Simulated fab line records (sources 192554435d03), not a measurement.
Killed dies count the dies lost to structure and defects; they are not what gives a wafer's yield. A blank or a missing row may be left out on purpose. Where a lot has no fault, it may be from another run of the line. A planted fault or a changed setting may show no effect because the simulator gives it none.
The tool behind it: which one? ; flow n5-finfet ; 12 lots, 31 wafers sampled, at 2 steps of a route of 1938

== WHAT EACH GAUGE READ, for each wafer ==
N5_MIM_BOT_LITHO_OVL_MEAS_11. Usual: MIM_BOT_OVL gives 4 nm (standard deviation 4.5).
lot;measured;on;MIM_BOT_OVL (nm);flag
L507;day 13 08:04;overlay-02;-4 0 -2;
L509;day 13 11:10;overlay-01;5 8;
L511;day 13 21:33;overlay-01;5 5;
L510;day 14 02:08;overlay-02;2 3;
L514;day 14 22:32;overlay-01;-2 -2 -4;
L515;day 15 08:14;overlay-01;2 1 2;
L517;day 15 21:42;overlay-02;7 1 7;
L518;day 16 21:27;overlay-01;6 4;
L524;day 17 20:43;overlay-01;9 10;
L523;day 18 04:05;overlay-02;3 3 7;
L527;day 18 16:31;overlay-02;-1 1 1;
L529;day 19 04:41;overlay-01;4 9 6;

N5_PASSIVATION_OVL_MEAS_60. Usual: TV_OVL gives 3 nm (standard deviation 5.3).
lot;measured;on;TV_OVL (nm);flag
L507;day 13 09:35;overlay-02;8 2 4;
L509;day 13 12:56;overlay-01;5 2;
L511;day 14 01:32;overlay-01;4 6;
L510;day 14 05:08;overlay-01;1 4;
L514;day 14 23:56;overlay-02;-6 0 7;
L515;day 15 10:23;overlay-02;1 -4 6;
L517;day 15 23:19;overlay-01;6 7 1;
L518;day 16 23:07;overlay-01;14 13;
L524;day 17 22:08;overlay-02;-8 -8;
L523;day 18 05:43;overlay-02;-1 -5 2;
L527;day 18 19:02;overlay-01;6 2 9;
L529;day 19 06:19;overlay-02;6 2 -2;

== EACH LOT AND THE TOOL THAT RAN IT (in order: tool; ch and the chambers of the sampled wafers; start) ==
No process step before these readings appears in the record.

== WHAT THE TOOLS THEMSELVES READ (means of the sampled wafers that have a number; where no wafer has one, the mark that the record gives instead) ==
The record holds no such reading with a usual standard deviation.

== THE ANSWER, worked out from the rows above alone ==
Rule: a lot counts as off when the mean over its wafers that have a number is more than 3 standard deviations away from the usual mean. A lot without any number at a reading at which 4 lots or more have one is off too. Where the step has rows for the other lots, those lots are counted as sound. The gauges are gone through in route order, then the tools' own readings, and for those a lot's mean is taken as printed above. The first step at which some lot is off is used, and at that step the reading that is off furthest; a lot without a number counts as furthest.
No lot is off at any reading shown: from this, nothing can be told.

== WHAT THE SIMULATOR HAD INSERTED ==
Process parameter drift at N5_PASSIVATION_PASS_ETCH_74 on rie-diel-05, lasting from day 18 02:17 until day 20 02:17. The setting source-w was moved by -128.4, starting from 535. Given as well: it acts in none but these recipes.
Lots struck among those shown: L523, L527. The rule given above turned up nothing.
